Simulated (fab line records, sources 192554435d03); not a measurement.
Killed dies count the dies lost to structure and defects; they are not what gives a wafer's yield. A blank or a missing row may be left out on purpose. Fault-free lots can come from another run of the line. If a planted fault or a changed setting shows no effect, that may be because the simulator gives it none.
fab line records :: flow n5Finfet
[record]
  lots = 3
  wafers = 9
  lastDay = 15
route steps=1938 shown SDB@365 DUMMY_REMOVAL@377 HKMG_FIN@385 GATE_CUT@467 BEOL_M4@1111 PASSIVATION@1936
lots untouched by any fault: they come from a run of this same line in which no faults occurred
startH: hours from the record's opening day to when the first of the lot's shown wafers began :: waitH: hours from the lot's prior step to this one :: " as in the row above :: L1.1+2: one row covering several wafers at once :: - no value, or no start was given :: * or withheld: withheld :: < > ~ a bound
route shown NAME@n: a module of which the file shows steps, and the number in the route of the first :: usual: mean/standard deviation of fault-free wafers :: same: alike in all rows :: chamber/n: place in a boat :: sites: readings site by site :: _std_site: standard deviation of those values :: _edge_site: outer sites' mean less inner sites' :: radiusMm: how far each site lies from the wafer's centre :: mask NAME#n: copy n :: behind: the most recent tool/chamber to have shaped the wafer :: hold: reason for holding the lot/hours on hold/outcome of the hold :: device: whichever transistor did not switch (one of n, p or np) :: end of line: the route-end tests of the same wafers :: for a step that has no rows: nothing shown but its recipe :: killed: count of dies lost to structure and defects at first sort (not the wafer's yield) :: map: dies across one wafer; x = killed, . = not, _ = none there
set.NAME: the setting the step ran with; set.NAME@STEP: the setting that earlier step ran with :: model.NAME: the simulator's own value behind a step, which no gauge read
lots at selected steps of the route; one table per step, one row per wafer
services: when a tool's chamber went out of use (startH, in hours from the record's first day, below 0 if earlier), for how many hours, and the reason
[[steps]]
[step N5_SDB_STRIP_22]
[recipe]
  chemistry = N2/H2
  powerW = 1000
  tempC = 250
  h2Frac = 0.65
  overashFraction = 0.3
  pressureMtorr = withheld
  n2FlowSccm = 1750
  h2FlowSccm = 3250
[step N5_SDB_PRECLEAN_23]
[recipe]
  chemistry = dHF
  timeS = 30
  tempC = 25
  dilution = withheld
[step N5_SDB_DUMMY_REMOVE_24]
[recipe]
  chemistry = TMAH
  tempC = 70
  target = poly-Si
  stopOn = SiO2
  targetDepthNm = 142
  concWtPct = 5
  timeS = 57
  dry = ipaMarangoni
  rinseTimeS = 30
  rinseTempC = 23
[step N5_SDB_ETCH_25]
[recipe]
  chemistry = C4F6/O2
  target = SiO2
  targetDepthA = 100
  timeS = 3.3
  ionEnergyEv = 250
  maskMaterial = SiNx
  pressureMtorr = 30
  sourceW = 345
  biasW = 185
  Ar_flow_sccm = 300
  C4F6_flow_sccm = 10
  O2_flow_sccm = 10
[step N5_SDB_CUT_ETCH_26]
[recipe]
  chemistry = HBr/Cl2/O2
  target = Si
  targetDepthA = 1296
  btTimeS = 20
  maskMaterial = SiNx
  timeS = 51.8
  ionEnergyEv = *
  biasW = *
  pressureMtorr = 10
  icpW = 800
  HBr_flow_sccm = 150
  Cl2_flow_sccm = 80
  O2_flow_sccm = 12
[step N5_SDB_PRECLEAN_38]
[recipe]
  chemistry = dHF
  timeS = 10
  dilution = 750:1
  tempC = 25
[step N5_SDB_PRECLEAN_39]
[recipe]
  chemistry = O3/DIW
  timeS = 45
  tempC = 22
  o3Ppm = 10
[step N5_SDB_SRD_28]
[recipe]
  dry = ipaMarangoni
  timeS = 30
  tempC = 23
  rinseLiquid = diw
[step N5_SDB_ALD_29]
[recipe]
  material = SiNx
  targetThkA = 300
  tempC = 400
  aldPrecursorFamily = SiH2I2
  aldCoReactant = N2/H2-plasma
  pulseTimeS = 1
  aldCycles = 600
  purgeTimeS = 2
  coReactantPurgeTimeS = 2
  pressureTorr = 2
[step N5_SDB_CMP_30]
[recipe]
  stopOn = poly-Si
  tOverpolishS = 1.54
  postCmpClean = alkalineBrush
  downForcePsi = 4.1491
  platenRpm = 51.796
  padVelocityMS = 1.0306
  targetThkNm = 30
[step N5_DUMMY_REMOVAL_HM_STRIP_01]
[recipe]
  chemistry = CH3F/O2
  material = SiNx
  targetDepthA = 40
  stopOn = poly-Si
  timeS = 6.8
  overEtchFrac = 0.3
  ionEnergyEv = 60
  powerW = 410
  biasW = 29
  Ar_flow_sccm = 150
  CH3F_flow_sccm = 30
  O2_flow_sccm = 20
[usual]
  biasW = 29.00/0.089
  drypumpMotorCurrentA = 5.6/0.5
  oesProductAu = 0.64/0.066
  rfVppV = 127.4/1
  showerheadPlenumPTorr = 1.99/0.067
  throttleValvePct = 16.30/0.24
lot.wafer: L472.1
tool: rieDiel-01
chamber: 0
startH: 100.00
waitH: 0.1
biasW: 29.00
drypumpMotorCurrentA: 4.9
oesProductAu: 0.73
rfHoursCounterH: 33
rfVppV: 128.8
showerheadPlenumPTorr: 2.03
throttleValvePct: 16.23
model.SiNx_of_SDB_ALD_29.thkNm: 29.6

lot.wafer: L472.2
tool: rieDiel-01
chamber: 1
startH: 100.00
waitH: 0.1
biasW: 29.08
drypumpMotorCurrentA: 5.8
oesProductAu: 0.72
rfHoursCounterH: 21
rfVppV: 126.9
showerheadPlenumPTorr: 2.04
throttleValvePct: 16.27
model.SiNx_of_SDB_ALD_29.thkNm: 29.4

lot.wafer: L472.4
tool: rieDiel-01
chamber: 2
startH: 100.00
waitH: 0.1
biasW: 28.76
drypumpMotorCurrentA: 5.0
oesProductAu: 0.58
rfHoursCounterH: 207
rfVppV: 127.4
showerheadPlenumPTorr: 1.97
throttleValvePct: 16.72
model.SiNx_of_SDB_ALD_29.thkNm: 29.6

lot.wafer: L483.2
tool: rieDiel-03
chamber: 1
startH: 163.03
waitH: 0.1
biasW: 28.86
drypumpMotorCurrentA: 6.1
oesProductAu: 0.74
rfHoursCounterH: 36
rfVppV: 127.9
showerheadPlenumPTorr: 1.94
throttleValvePct: 16.05
model.SiNx_of_SDB_ALD_29.thkNm: 29.4

lot.wafer: L483.3
tool: rieDiel-03
chamber: 3
startH: 163.03
waitH: 0.1
biasW: 29.02
drypumpMotorCurrentA: 5.4
oesProductAu: 0.58
rfHoursCounterH: 226
rfVppV: 128.9
showerheadPlenumPTorr: 2.06
throttleValvePct: 16.37
model.SiNx_of_SDB_ALD_29.thkNm: 29.4

lot.wafer: L483.5
tool: rieDiel-03
chamber: 2
startH: 163.03
waitH: 0.1
biasW: 28.95
drypumpMotorCurrentA: 5.1
oesProductAu: 0.62
rfHoursCounterH: -
rfVppV: 127.1
showerheadPlenumPTorr: 1.92
throttleValvePct: 16.34
model.SiNx_of_SDB_ALD_29.thkNm: 29.4

lot.wafer: L482.2
tool: rieDiel-01
chamber: 3
startH: 163.75
waitH: 0.2
biasW: 29.20
drypumpMotorCurrentA: 5.3
oesProductAu: 0.57
rfHoursCounterH: 204
rfVppV: 125.8
showerheadPlenumPTorr: 1.91
throttleValvePct: 16.35
model.SiNx_of_SDB_ALD_29.thkNm: 29.4

lot.wafer: L482.3
tool: rieDiel-01
chamber: 1
startH: 163.75
waitH: 0.2
biasW: 29.04
drypumpMotorCurrentA: 5.8
oesProductAu: 0.60
rfHoursCounterH: 37
rfVppV: 127.1
showerheadPlenumPTorr: 2.04
throttleValvePct: 16.29
model.SiNx_of_SDB_ALD_29.thkNm: 29.2

lot.wafer: L482.5
tool: rieDiel-01
chamber: 3
startH: 163.75
waitH: 0.2
biasW: 29.15
drypumpMotorCurrentA: 5.3
oesProductAu: 0.58
rfHoursCounterH: -
rfVppV: 126.7
showerheadPlenumPTorr: 1.91
throttleValvePct: 16.35
model.SiNx_of_SDB_ALD_29.thkNm: 29.8
[step N5_DUMMY_REMOVAL_STRIP_10]
[recipe]
  chemistry = N2/H2
  timeS = 40
  powerW = 100
  tempC = 40
  pressureMtorr = 100
  rfFrequencyHz = 6e+07
  biasPowerW = 3
  n2FlowSccm = 300
  h2FlowSccm = 300
[step N5_DUMMY_REMOVAL_PRECLEAN_07]
[recipe]
  chemistry = dHF
  timeS = 30
  tempC = 25
  dilution = withheld
[step N5_DUMMY_REMOVAL_DUMMY_REMOVE_02]
[recipe]
  chemistry = TMAH
  tempC = 70
  target = poly-Si
  stopOn = SiO2
  targetDepthNm = 142
  concWtPct = 5
  timeS = 57
  dry = ipaMarangoni
  rinseTimeS = 30
  rinseTempC = 23
[step N5_DUMMY_REMOVAL_PRECLEAN_08]
[recipe]
  chemistry = NF3:NH3
  afsCycles = 2
  tempC = 30
  timeS = 20
  sublimationTempC = 180
  sublimationTimeS = 60
  pressureTorr = 3
  rfPowerW = 30
[step N5_DUMMY_REMOVAL_PRECLEAN_04]
[recipe]
  chemistry = DHF
  timeS = 37
  tempC = 25
  dilution = 500:1
[step N5_DUMMY_REMOVAL_SRD_05]
[recipe]
  dry = ipaMarangoni
  doPpb = 5
  timeS = 30
  tempC = 23
  rinseLiquid = diw
[step N5_HKMG_FIN_IL_REGROW_00]
[recipe]
  material = SiO2
  targetThkA = 7.5
  chemistry = O3
  tempC = withheld
  timeS = 30
[step N5_HKMG_FIN_HK_ALD_01]
[recipe]
  material = HfO2
  targetThkA = 16
  tempC = withheld
  aldPrecursorFamily = HfCl4
  aldCoReactant = H2O
  pulseTimeS = 3
  purgeTimeS = 3
  coReactantPurgeTimeS = 2.5
  coReactantPulseTimeS = 0.3
  aldCycles = 30
[step N5_HKMG_FIN_HK_ANNEAL_02]
[recipe]
  tempC = 700
  timeS = 30
  ambient = N2
  idleTempC = 600
  rampUpCPerS = 150
  rampDownCPerS = 60
  coolToC = 600
[step N5_HKMG_FIN_ALD_74]
[recipe]
  material = La2O3
  targetThkA = 5
  tempC = 250
  aldPrecursorFamily = La-Cp
  aldCoReactant = O3
  pulseTimeS = 6
  coReactantPulseTimeS = 1
  purgeTimeS = 3
  coReactantPurgeTimeS = 3
[step N5_HKMG_FIN_ALD_75]
[recipe]
  material = Al2O3
  targetThkA = 10
  tempC = 150
  aldPrecursorFamily = TMA
  aldCoReactant = H2O
  pulseTimeS = withheld
  coReactantPulseTimeS = 1
[step N5_HKMG_FIN_COAT_41]
[recipe]
  resist = SOC
  tempC = 250
  timeS = 60
  spinRpm = 1500
  resistThkNm = 300
[step N5_HKMG_FIN_COAT_42]
[recipe]
  resist = SiARC
  tempC = 220
  timeS = 60
  spinRpm = 1500
  resistThkNm = 35
[step N5_HKMG_FIN_COAT_43]
[recipe]
  resist = CAR-ArF
  spinRpm = 1500
  resistThkNm = 90
[step N5_HKMG_FIN_EBR_45]
[recipe]
  solvent = PGMEA
  ebrWidthMm = 1.5
[step N5_HKMG_FIN_SOFTBAKE_44]
[recipe]
  tempC = 110
  timeS = 60
  resist = CAR-ArF
[step N5_HKMG_FIN_EXPOSE_46]
[recipe]
  maskId = NDIPOLE
  na = 1.35
  sourceShape = conventional
  sigmaOuter = 0.8
  polarization = unpolarized
  doseMj = 40
[step N5_HKMG_FIN_PEB_47]
[recipe]
  pebTempC = withheld
  pebTimeS = 60
  resist = CAR-ArF
[step N5_HKMG_FIN_DEVELOP_48]
[recipe]
  developTimeS = 30
  developer = TMAH
  resist = CAR-ArF
  rinseLiquid = diw
  dry = airSpin
  devTempC = 23
[step N5_HKMG_FIN_DESCUM_53]
[recipe]
  chemistry = O2
  timeS = 7.9
  sourcePowerW = 50
  biasPowerW = 20
  pressureMtorr = 20
  rfFrequencyHz = 2.712e+07
  tempC = 40
  resist = CAR-ArF
  o2FlowSccm = 225
[step N5_HKMG_FIN_ETCH_54]
[recipe]
  chemistry = CF4
  target = SiARC
  targetDepthA = 455
  maskMaterial = CAR-ArF
  timeS = 75.8
  ionEnergyEv = 80
  pressureMtorr = 40
  sourceW = 545
  biasW = 36
  Ar_flow_sccm = 100
  cf4FlowSccm = 100
  ends = cleared
[step N5_HKMG_FIN_ETCH_55]
[recipe]
  chemistry = N2/H2
  target = SOC
  targetDepthA = 2400
  tempC = 40
  timeS = 300
  ionEnergyEv = 200
  maskMaterial = SiARC
  pressureMtorr = 30
  sourceW = 840
  biasW = 150
  n2FlowSccm = 200
  h2FlowSccm = 200
[step N5_HKMG_FIN_STRIP_56]
[recipe]
  chemistry = N2/H2
  tempC = 40
  n2FlowSccm = 200
  h2FlowSccm = 200
  rfFrequencyHz = 6e+07
[step N5_HKMG_FIN_STRIP_57]
[recipe]
  chemistry = CF4
  resist = SiARC
  powerW = 300
  biasPowerW = 75
  pressureMtorr = 50
  cf4FlowSccm = 150
  rfFrequencyHz = 6e+07
[step N5_HKMG_FIN_ETCH_58]
[recipe]
  chemistry = N2/H2
  target = SOC
  targetDepthA = 2158
  ionEnergyEv = 50
  biasW = 13
  timeS = 741
  pressureMtorr = 30
  sourceW = 875
  n2FlowSccm = 200
  h2FlowSccm = 200
[step N5_GATE_CUT_ETCHBACK_30]
[recipe]
  chemistry = Cl2/Ar
  target = TiN
  targetDepthA = 30
  mode = isotropic
  pressureMtorr = 10
  icpW = 600
  biasW = 60
  Cl2_flow_sccm = 40
  Ar_flow_sccm = 60
[usual]
  biasW = 59.98/0.19
  drypumpMotorCurrentA = 5.8/0.39
  oesProductAu = 0.76/0.11
  throttleValvePct = 20.90/0.26
lot.wafer: L472.1
tool: rieMetal-03
chamber: 1
startH: 109.95
waitH: 0.1
biasW: 60.10
drypumpMotorCurrentA: 5.7
oesProductAu: 0.59
rfHoursCounterH: 144
throttleValvePct: 20.55
model.SiNx_of_SDB_ALD_29.thkNm: 27.4

lot.wafer: L472.2
tool: rieMetal-03
chamber: 0
startH: 109.95
waitH: 0.1
biasW: 59.88
drypumpMotorCurrentA: 5.7
oesProductAu: 0.74
rfHoursCounterH: 65
throttleValvePct: 21.14
model.SiNx_of_SDB_ALD_29.thkNm: 27.2

lot.wafer: L472.4
tool: rieMetal-03
chamber: 1
startH: 109.95
waitH: 0.1
biasW: 60.08
drypumpMotorCurrentA: 5.7
oesProductAu: 0.59
rfHoursCounterH: -
throttleValvePct: 20.56
model.SiNx_of_SDB_ALD_29.thkNm: 27.4

lot.wafer: L483.2
tool: rieMetal-01
chamber: 1
startH: 172.92
waitH: 0.1
biasW: 59.84
drypumpMotorCurrentA: 6.5
oesProductAu: 0.70
rfHoursCounterH: 71
throttleValvePct: 20.92
model.SiNx_of_SDB_ALD_29.thkNm: 27.2

lot.wafer: L483.3
tool: rieMetal-01
chamber: 0
startH: 172.92
waitH: 0.1
biasW: 59.82
drypumpMotorCurrentA: 5.4
oesProductAu: 0.90
rfHoursCounterH: -
throttleValvePct: 20.77
model.SiNx_of_SDB_ALD_29.thkNm: 27.2

lot.wafer: L483.5
tool: rieMetal-01
chamber: 0
startH: 172.92
waitH: 0.1
biasW: 59.82
drypumpMotorCurrentA: 5.4
oesProductAu: 0.89
rfHoursCounterH: -
throttleValvePct: 20.77
model.SiNx_of_SDB_ALD_29.thkNm: 27.2

lot.wafer: L482.2
tool: rieMetal-01
chamber: 0
startH: 173.49
waitH: 0.1
biasW: 59.97
drypumpMotorCurrentA: 5.4
oesProductAu: 0.90
rfHoursCounterH: 7
throttleValvePct: 20.76
model.SiNx_of_SDB_ALD_29.thkNm: 27.2

lot.wafer: L482.3
tool: rieMetal-01
chamber: 1
startH: 173.49
waitH: 0.1
biasW: 59.81
drypumpMotorCurrentA: 6.4
oesProductAu: 0.70
rfHoursCounterH: -
throttleValvePct: 20.91
model.SiNx_of_SDB_ALD_29.thkNm: 27

lot.wafer: L482.5
tool: rieMetal-01
chamber: 0
startH: 173.49
waitH: 0.1
biasW: 59.97
drypumpMotorCurrentA: 5.4
oesProductAu: 0.89
rfHoursCounterH: -
throttleValvePct: 20.76
model.SiNx_of_SDB_ALD_29.thkNm: 27.4
[step N5_BEOL_M4_RC_MEAS_101]
[usual]
  DIBL_N = 36.3/1.6
  DIBL_P = 36.2/2.1
  IOFF_N = 0.16/0.031
  IOFF_P = 0.21/0.034
  ION_N = 673/11
  ION_P = 461/7.4
  SS_N = 71.6/0.55
  SS_P = 73.3/0.66
  VT_N = 251/3.2
  VT_P = -251/3.5
lot.wafer: L472.1
tool: prober-01
chamber: 0
startH: 188.14
waitH: 0.0
DIBL_N[mV/V]: 34.7
DIBL_P[mV/V]: 34.4
IOFF_N[nA/um]: 0.14
IOFF_P[nA/um]: 0.20
ION_N[uA/um]: 676
ION_P[uA/um]: 468
SS_N[mV/dec]: 71.4
SS_P[mV/dec]: 72.9
VT_N[mV]: 250
VT_P[mV]: -250

lot.wafer: L472.2
tool: prober-01
chamber: 0
startH: 188.14
waitH: 0.0
DIBL_N[mV/V]: 35.0
DIBL_P[mV/V]: 34.9
IOFF_N[nA/um]: 0.14
IOFF_P[nA/um]: 0.22
ION_N[uA/um]: 662
ION_P[uA/um]: 466
SS_N[mV/dec]: 71.8
SS_P[mV/dec]: 73.0
VT_N[mV]: 252
VT_P[mV]: -247

lot.wafer: L472.4
tool: prober-01
chamber: 0
startH: 188.14
waitH: 0.0
DIBL_N[mV/V]: 35.2
DIBL_P[mV/V]: 35.1
IOFF_N[nA/um]: 0.14
IOFF_P[nA/um]: 0.21
ION_N[uA/um]: 667
ION_P[uA/um]: 464
SS_N[mV/dec]: 71.1
SS_P[mV/dec]: 73.3
VT_N[mV]: 253
VT_P[mV]: -247

lot.wafer: L483.2
tool: prober-02
chamber: 0
startH: 245.59
waitH: 0.2
DIBL_N[mV/V]: 35.8
DIBL_P[mV/V]: 36.0
IOFF_N[nA/um]: 0.16
IOFF_P[nA/um]: 0.23
ION_N[uA/um]: 678
ION_P[uA/um]: 469
SS_N[mV/dec]: 71.1
SS_P[mV/dec]: 72.4
VT_N[mV]: 246
VT_P[mV]: -247

lot.wafer: L483.3
tool: prober-02
chamber: 0
startH: 245.59
waitH: 0.2
DIBL_N[mV/V]: 35.2
DIBL_P[mV/V]: 36.1
IOFF_N[nA/um]: 0.15
IOFF_P[nA/um]: 0.23
ION_N[uA/um]: 671
ION_P[uA/um]: 466
SS_N[mV/dec]: 71.1
SS_P[mV/dec]: 72.8
VT_N[mV]: 247
VT_P[mV]: -244

lot.wafer: L483.5
tool: prober-02
chamber: 0
startH: 245.59
waitH: 0.2
DIBL_N[mV/V]: 36.3
DIBL_P[mV/V]: 37.2
IOFF_N[nA/um]: 0.17
IOFF_P[nA/um]: 0.25
ION_N[uA/um]: 685
ION_P[uA/um]: 485
SS_N[mV/dec]: 71.4
SS_P[mV/dec]: 72.8
VT_N[mV]: 249
VT_P[mV]: -243

lot.wafer: L482.2
tool: prober-02
chamber: 0
startH: 256.81
waitH: 0.2
DIBL_N[mV/V]: 38.6
DIBL_P[mV/V]: 38.5
IOFF_N[nA/um]: 0.20
IOFF_P[nA/um]: 0.26
ION_N[uA/um]: 680
ION_P[uA/um]: 465
SS_N[mV/dec]: 71.7
SS_P[mV/dec]: 73.7
VT_N[mV]: 249
VT_P[mV]: -247

lot.wafer: L482.3
tool: prober-02
chamber: 0
startH: 256.81
waitH: 0.2
DIBL_N[mV/V]: 35.4
DIBL_P[mV/V]: 35.7
IOFF_N[nA/um]: 0.14
IOFF_P[nA/um]: 0.21
ION_N[uA/um]: 662
ION_P[uA/um]: 463
SS_N[mV/dec]: 71.0
SS_P[mV/dec]: 73.4
VT_N[mV]: 252
VT_P[mV]: -246

lot.wafer: L482.5
tool: prober-02
chamber: 0
startH: 256.81
waitH: 0.2
DIBL_N[mV/V]: 36.4
DIBL_P[mV/V]: 35.7
IOFF_N[nA/um]: 0.15
IOFF_P[nA/um]: 0.20
ION_N[uA/um]: 660
ION_P[uA/um]: 453
SS_N[mV/dec]: 71.6
SS_P[mV/dec]: 72.9
VT_N[mV]: 249
VT_P[mV]: -250
[step N5_PASSIVATION_PROBE_49]
[usual]
  defectLimitedYield = 91.5/1.5
  killed_at_M0_to_M3 = 32/9.4
  killed_at_M4_up = 12/5.1
  killedAtContacts = 11/7.4
  killedAtFrontEnd = 41/11
  killedAtOther = 3.4/2.5
  killedDies = 100/17
  killedOpen = 65/14
  killedShort = 33/7
  sort_bin_5_function = 4.9/0.96
  sort_bin_6_memory = 3.1/0.7
  sortNPass = 1080/17
  sortYieldPct = 91.5/1.5
[same]
  grossDies = 1180
  killedAtBackSide = 0
  sort_bin_4_leakage[%] = 0
  sort_bin_8_speed[%] = 0
lot.wafer: L472.1
tool: prober-01
chamber: -
startH: 285.61
waitH: 0.0
defectLimitedYield[%]: 88.9
killed_at_M0_to_M3: 34
killed_at_M4_up: 19
killedAtContacts: 36
killedAtFrontEnd: 38
killedAtOther: 4
killedDies: 131
killedOpen: 93
killedShort: 37
sort_bin_5_function[%]: 6.3
sort_bin_6_memory[%]: 4.3
sortNPass: 1049
sortYieldPct[%]: 88.9

lot.wafer: L472.2
tool: prober-01
chamber: -
startH: 285.66
waitH: 0.1
defectLimitedYield[%]: 89.2
killed_at_M0_to_M3: 44
killed_at_M4_up: 9
killedAtContacts: 24
killedAtFrontEnd: 48
killedAtOther: 3
killedDies: 128
killedOpen: 90
killedShort: 37
sort_bin_5_function[%]: 6.6
sort_bin_6_memory[%]: 4.0
sortNPass: 1052
sortYieldPct[%]: 89.2

lot.wafer: L472.4
tool: prober-01
chamber: -
startH: 285.76
waitH: 0.2
defectLimitedYield[%]: 89.0
killed_at_M0_to_M3: 47
killed_at_M4_up: 15
killedAtContacts: 35
killedAtFrontEnd: 31
killedAtOther: 2
killedDies: 130
killedOpen: 84
killedShort: 45
sort_bin_5_function[%]: 6.9
sort_bin_6_memory[%]: 3.5
sortNPass: 1050
sortYieldPct[%]: 89.0
// killed by level:class
L472.1 MOL_CONTACT_COAG:geometricParticle:open=27 BEOL_M0_SAQP:geometricParticle:open=13 STI_FIN_REVEAL:geometricParticle:open=9 MOL_CONTACT_COAG:geometricParticle:short=9 BEOL_M0_SAQP:geometricParticle:short=8 DUMMY_GATE:geometricParticle:open=8 BEOL_M4:geometricParticle:open=6 BEOL_M2:geometricParticle:open=5
L472.2 MOL_CONTACT_COAG:geometricParticle:open=19 STI_FIN_REVEAL:geometricParticle:open=13 BEOL_M2:geometricParticle:open=13 GATE_CUT:geometricParticle:short=10 BEOL_M3:geometricParticle:open=9 BEOL_M0_SAQP:geometricParticle:open=7 FIN_SAQP:geometricParticle:open=6 MOL_CONTACT_COAG:geometricParticle:short=5
L472.4 MOL_CONTACT_COAG:geometricParticle:open=26 BEOL_M0_SAQP:geometricParticle:short=13 BEOL_M0_SAQP:geometricParticle:open=10 FIN_SAQP:geometricParticle:open=9 MOL_CONTACT_COAG:geometricParticle:short=9 BEOL_M4:geometricParticle:open=9 BEOL_M1:geometricParticle:open=8 STI_FIN_REVEAL:geometricParticle:open=7
[[services]]
tool: rieDiel-01
chamber: -
startH: 105.87
hours: 0.6
kind: repair

tool: rieMetal-01
chamber: -
startH: 113.60
hours: 0.4
kind: repair

tool: rieMetal-03
chamber: 1
startH: 120.69
hours: -
kind: clean

tool: rieMetal-03
chamber: 1
startH: 120.69
hours: 21.9
kind: scheduledDown

tool: rieMetal-03
chamber: 1
startH: 120.69
hours: 21.9
kind: ventCycle

tool: rieDiel-01
chamber: 1
startH: 140.00
hours: 12.9
kind: repair
[[key]]
firstSign none at tools or gauges
[modelEffect]
  step = N5_DUMMY_REMOVAL_HM_STRIP_01
  value = SiNx_of_SDB_ALD_29.thkNm
  without = 29.6
  struck = 29.2
[modelEffect]
  step = N5_GATE_CUT_ETCHBACK_30
  value = SiNx_of_SDB_ALD_29.thkNm
  without = 27.4
  struck = 27
metAt N5_DUMMY_REMOVAL_HM_STRIP_01
struckWafers L482.3
onsetBetween 100.00 163.75
[fault]
  kind = processParameterDrift
  tool = rieDiel-01
  chamber = -
  onsetH = 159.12
  steps = N5_DUMMY_REMOVAL_HM_STRIP_01
  channel = timeS
  offset = *
  shape = step
  endH = 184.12
  scope = struckWafersOnly
  actsIn = *
  stated = *
